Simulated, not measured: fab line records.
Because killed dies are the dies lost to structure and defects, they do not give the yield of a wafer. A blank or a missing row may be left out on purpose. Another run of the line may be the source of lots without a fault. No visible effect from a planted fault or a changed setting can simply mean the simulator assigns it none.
Chamber matching	flow n5Finfet	N5_MIM_TOP_ALD_00 on aldHk-03 has 4 sister chambers
The step deposits Al2O3, purge time 3 s, co reactant pulse time 3 s. 4 wafers are shown with their chamber, then 7 later ones without.

WAFERS WITH THEIR CHAMBER
wafer	chamber	precursorPulseHeightRel
L079.5	2	1.014
L086.1	1	0.976
L087.2	0	0.949
L087.3	3	1.006

WAFERS WHOSE CHAMBER IS MISSING
wafer	precursorPulseHeightRel
L087.5	1.011
L092.1	0.982
L092.2	0.998
L092.4	0.994
L094.2	1.011
L094.5	1.002
L094.6	1.007

THE CHAMBER EACH PASSED THROUGH
wafer	from the rows above	in truth
L087.5	can't be placed: 2 or 3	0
L092.1	1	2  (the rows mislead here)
L092.2	can't be placed: 3 or 2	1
L092.4	can't be placed: 3 or 1 or 2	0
L094.2	can't be placed: 2 or 3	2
L094.5	can't be placed: 3 or 2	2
L094.6	can't be placed: 3 or 2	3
0 of 7 placed correctly. From these rows, 6 cannot be placed; in 3 the true chamber is one of the candidates. Placed wrongly: 1.
How it was worked out, from the rows above alone: a wafer's distance from a chamber is the root of the sum, over the readings, of the square of ((its reading less the chamber's mean) divided by the reading's scatter). If the next closest chamber is less than 2 further off than the closest, the wafer can't be placed; otherwise it belongs to the closest. The mean given for a chamber averages the wafers shown for that chamber. The scatter: with one shown wafer a chamber, the root of the mean of the squares of how far each hidden wafer lies from its nearest shown one.
